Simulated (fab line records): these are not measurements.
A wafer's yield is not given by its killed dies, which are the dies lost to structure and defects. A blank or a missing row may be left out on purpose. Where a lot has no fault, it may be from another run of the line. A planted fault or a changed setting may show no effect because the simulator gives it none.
Which tool did it? | flow n5 finfet | 12 lots, 36 wafers sampled, at 1 step of a route of 1938

## WHAT THE GAUGES SHOWED, per wafer
N5_BEOL_M7_CD_MEAS_18: pitch 80 nm, target cd 40 nm.
lot  | measured     | on        | cd nm (nm)
L076 | day 8 15:53  | cd sem-01 | 39.3 40.5 40.4
L077 | day 9 05:05  | cd sem-03 | 39.7 40.2 40.8
L079 | day 9 13:54  | cd sem-02 | 37.6 39.1 39.8
L080 | day 12 05:49 | cd sem-03 | 40.3 40.4 39.1
L083 | day 12 15:59 | cd sem-02 | 40.5 40.6 39.8
L084 | day 12 20:06 | cd sem-02 | 41.4 41.0 41.7
L088 | day 12 21:58 | cd sem-03 | 41.1 41.6 40.7
L089 | day 13 03:43 | cd sem-03 | 40.1 39.9 39.6
L092 | day 13 12:46 | cd sem-01 | 39.8 39.6 39.7
L094 | day 14 07:27 | cd sem-03 | 39.2 39.2 40.9
L096 | day 14 22:45 | cd sem-02 | 40.0 39.8 40.4
L097 | day 15 08:04 | cd sem-02 | 40.8 39.1 40.1

## WHAT TOOL EACH LOT RAN ON (gives the tool, then ch and the chambers of the sampled wafers, and finally the start)
No process step before these readings appears in the record.

## THE ANSWER, worked out from the rows above alone
Rule: the usual values come from the lots themselves. Put in order of their means at a reading, lots are off if they are a third of the lots or fewer, leave a main group of 4 or more, and stand apart from it by a gap of 3 or more times the standard deviation of the main group's means; of several such gaps the widest counts. The tables above print the reading to a certain number of digits; a main group whose means all agree to those digits is not used. Also off: a lot with no number at a reading for which 4 or more lots have one. The other lots that the step has rows for count as sound.
No lot is off at any reading shown: from this, nothing can be told.

## WHAT THE SIMULATOR HAD PUT IN
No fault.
